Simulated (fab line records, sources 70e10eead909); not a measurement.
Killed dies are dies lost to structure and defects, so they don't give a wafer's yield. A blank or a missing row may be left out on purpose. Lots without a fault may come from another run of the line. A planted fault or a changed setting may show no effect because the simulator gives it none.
Chamber matching | flow nand_harc | NHARC_P_BONDPAD_STRIP_15 on rie_diel-12: 4 sister chambers
The step strips in O2. 16 wafers are shown with their chamber, then 8 later ones without.

WAFERS WITH THEIR CHAMBER
wafer  | chamber | showerhead_plenum_p_Torr (Torr) | drypump_motor_current_A (A) | rf_vpp_V (V)
L078.3 | 2       | 3.55                            | 5.7                         | 60.3
L078.5 | 2       | 3.55                            | 5.8                         | 59.0
L078.6 | 3       | 3.68                            | 6.0                         | 58.1
L081.4 | 3       | 3.68                            | 5.9                         | 58.7
L081.5 | 2       | 3.55                            | 5.8                         | 58.3
L081.6 | 3       | 3.68                            | 6.0                         | 56.1
L080.1 | 3       | 3.68                            | 6.0                         | 57.8
L080.5 | 2       | 3.55                            | 5.8                         | 57.4
L080.6 | 1       | 3.38                            | 5.0                         | 57.7
L082.3 | 3       | 3.68                            | 6.0                         | 58.6
L082.4 | 1       | 3.38                            | 5.0                         | 58.9
L082.6 | 3       | 3.68                            | 5.9                         | 57.9
L089.3 | 3       | 3.67                            | 6.0                         | 57.5
L089.4 | 0       | 3.53                            | 5.8                         | 58.4
L089.5 | 1       | 3.37                            | 5.0                         | 57.6
L088.1 | 1       | 3.37                            | 5.0                         | 57.1

SIGNATURES (means of the wafers above)
reading                  | chamber 0 | chamber 1 | chamber 2 | chamber 3 | scatter within a chamber
showerhead_plenum_p_Torr | 3.5300    | 3.3750    | 3.5500    | 3.6786    | 0.00393
drypump_motor_current_A  | 5.800     | 5.000     | 5.775     | 5.971     | 0.0426
rf_vpp_V                 | 58.400    | 57.825    | 58.750    | 57.814    | 0.947
Rule: a wafer's distance from a chamber is the root of the sum, over the readings, of the square of ((its reading less the chamber's mean) divided by the reading's scatter). The wafer belongs to the nearest chamber; if the next one is less than 2 further off, it can't be placed. The scatter: the root of (the sum of the squares of (reading less its chamber's mean) over the shown wafers, divided by (wafers less chambers)).

WAFERS WITHOUT THEIR CHAMBER
wafer  | showerhead_plenum_p_Torr (Torr) | drypump_motor_current_A (A) | rf_vpp_V (V)
L088.3 | 3.53                            | 5.8                         | 57.5
L088.6 | 3.37                            | 5.0                         | 57.5
L090.1 | 3.53                            | 5.7                         | 58.4
L090.2 | 3.53                            | 5.8                         | 57.8
L090.3 | 3.67                            | 6.0                         | 57.2
L096.1 | 3.37                            | 5.0                         | 57.5
L096.3 | 3.53                            | 5.7                         | 57.4
L096.4 | 3.53                            | 5.8                         | 59.0

WHICH CHAMBER EACH WENT THROUGH
wafer  | from the rows above | in truth
L088.3 | 0                   | 0
L088.6 | 1                   | 1
L090.1 | 0                   | 0
L090.2 | 0                   | 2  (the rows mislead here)
L090.3 | 3                   | 3
L096.1 | 1                   | 1
L096.3 | 0                   | 0
L096.4 | 0                   | 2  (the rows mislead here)
Placed correctly: 6 of 8. Can't be placed from these rows: 0. Placed wrongly: 2.
